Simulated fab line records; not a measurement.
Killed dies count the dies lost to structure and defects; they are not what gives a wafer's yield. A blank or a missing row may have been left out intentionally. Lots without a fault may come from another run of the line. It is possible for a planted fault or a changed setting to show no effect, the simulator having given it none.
8D (eight disciplines) problem report, filled in by code :: flow nandHarc :: the parts of the form that need people (team, actions taken, sign-off) are left out

## 1. THE PROBLEM
Mean of runLengthS at NHARC_HYBRID_BOND_ACTIVATE_00: 72.2 s across 2 wafers in 2 lots; on wafers with no fault it is 81.3 s (standard deviation 0.39). That is -23 standard deviations from the usual mean.
The step: chemistry N2, time 60 s.
The first sign was on wafer L623.4 at day 20 03:19, on rieDiel-10. Wafers with a number at this step in the record: 36, from 12 lots. The rule behind "out" and "out of limits": a value lying over 4 standard deviations away from the usual mean. Any other wafer with a number is counted as sound.

## 2. WHAT THIS IS AND IS NOT
question: which readings at this step
is: runLengthS
is not: drypumpMotorCurrentA, n2FlowSccm, rfVppV, showerheadPlenumPTorr

question: which lots
is: L623, L625
is not: L615, L616, L617, L618, L619, L620, L624, L632, L636, L638

question: which wafers of those lots
is: L623.4, L625.2
is not: L623.3, L623.6, L625.3, L625.6

question: read on which tools
is: rieDiel-10
is not: rieDiel-06, rieDiel-11

question: when
is: from day 20 03:19
is not: up to then (23 sound wafers); but 11 sound wafers of L625, L632, L636, L638 came after

## 3. WHAT RULES OUT EACH SUSPECT
Counting: a tool at a process step up to the reading stays a suspect if it ran every lot that is out. Sound lots after the first of them don't rule it out here, since some wafers of a struck lot are sound.
- rieDiel-10 at NHARC_HYBRID_BOND_ACTIVATE_00 (chemistry N2, time 60 s): kept. It ran every lot that is out, first L623 (day 20 03:19); its last sound lot up to then is L618 (day 18 14:19). On those wafers its own readings are out: runLengthS.
Left after counting: rieDiel-10 at NHARC_HYBRID_BOND_ACTIVATE_00.

## 4. THE CAUSE (what the simulator had put in)
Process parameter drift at NHARC_HYBRID_BOND_ACTIVATE_00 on rieDiel-10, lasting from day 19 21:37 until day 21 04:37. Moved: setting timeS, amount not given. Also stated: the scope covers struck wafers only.
Counting left only this tool.

## 5. THE CHAIN OF EFFECTS, in route order
Each row: a reading where the mean over the struck wafers with a number is more than 3 standard deviations away from the usual. Only readings for which the record gives a usual standard deviation are gone through. hours: the time from each lot's start at the first step in this table that gives one to its start at this step, as a median over the lots. sigmas: the change in usual standard deviations.
hours: 0
step: NHARC_HYBRID_BOND_ACTIVATE_00
reading: runLengthS
usual: 81.3 s
on struck wafers: 72.2
change: -9.0
sigmas: -23
Here are the process steps it includes:
- NHARC_HYBRID_BOND_ACTIVATE_00: chemistry N2, time 60 s.
Later measuring or inspecting steps at which every struck wafer that the step has a row for has a number for every such reading, and none has moved that far: NHARC_HYBRID_BOND_INSPECT_06, NHARC_END_SORT_01.

## 6. HOW IT WOULD HAVE BEEN CAUGHT EARLIER
6 hours passed between the start of the fault at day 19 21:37 and the first reading out of limits in this record, taken at day 20 03:19.
